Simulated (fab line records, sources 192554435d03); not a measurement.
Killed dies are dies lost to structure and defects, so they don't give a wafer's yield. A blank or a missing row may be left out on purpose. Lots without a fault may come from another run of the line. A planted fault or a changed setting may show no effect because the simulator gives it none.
Chamber matching | flow n5_finfet | N5_BEOL_M11_ETCH_65 on rie_diel-02: 4 sister chambers
The step etches SiARC in CF4, target depth 39 nm, time 65 s. 8 wafers are shown with their chamber, then 12 later ones without.

WAFERS WITH THEIR CHAMBER
wafer  | chamber | throttle_valve_pct (%) | drypump_motor_current_A (A)
L082.3 | 0       | 16.13                  | 6.3
L082.5 | 0       | 16.14                  | 6.3
L082.6 | 1       | 15.49                  | 5.7
L084.1 | 1       | 15.53                  | 5.7
L084.3 | 2       | 15.90                  | 5.2
L086.1 | 2       | 15.92                  | 5.1
L086.3 | 3       | 15.21                  | 5.3
L086.5 | 3       | 15.21                  | 5.4

WAFERS WITHOUT THEIR CHAMBER
wafer  | throttle_valve_pct (%) | drypump_motor_current_A (A)
L087.1 | 16.17                  | 6.3
L087.2 | 15.22                  | 5.3
L087.3 | 15.91                  | 5.1
L089.1 | 15.20                  | 5.3
L089.2 | 15.52                  | 5.7
L089.5 | 16.16                  | 6.3
L096.2 | 15.55                  | 5.8
L096.3 | 15.50                  | 5.1
L096.6 | 15.57                  | 5.7
L097.1 | 15.59                  | 5.8
L097.3 | 15.51                  | 5.1
L097.6 | 15.49                  | 5.2

WHICH CHAMBER EACH WENT THROUGH
wafer  | from the rows above | in truth
L087.1 | 0                   | 0
L087.2 | 3                   | 3
L087.3 | 2                   | 2
L089.1 | 3                   | 3
L089.2 | 1                   | 1
L089.5 | 0                   | 0
L096.2 | 1                   | 1
L096.3 | 1                   | 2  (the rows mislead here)
L096.6 | 1                   | 1
L097.1 | 1                   | 1
L097.3 | 1                   | 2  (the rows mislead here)
L097.6 | 1                   | 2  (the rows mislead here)
Placed correctly: 9 of 12. Can't be placed from these rows: 0. Placed wrongly: 3.
How it was worked out, from the rows above alone: a wafer's distance from a chamber is the root of the sum, over the readings, of the square of ((its reading less the chamber's mean) divided by the reading's scatter). The wafer belongs to the nearest chamber; if the next one is less than 2 further off, it can't be placed. A chamber's mean is the mean of its shown wafers. The scatter: the root of (the sum of the squares of (reading less its chamber's mean) over the shown wafers, divided by (wafers less chambers)).
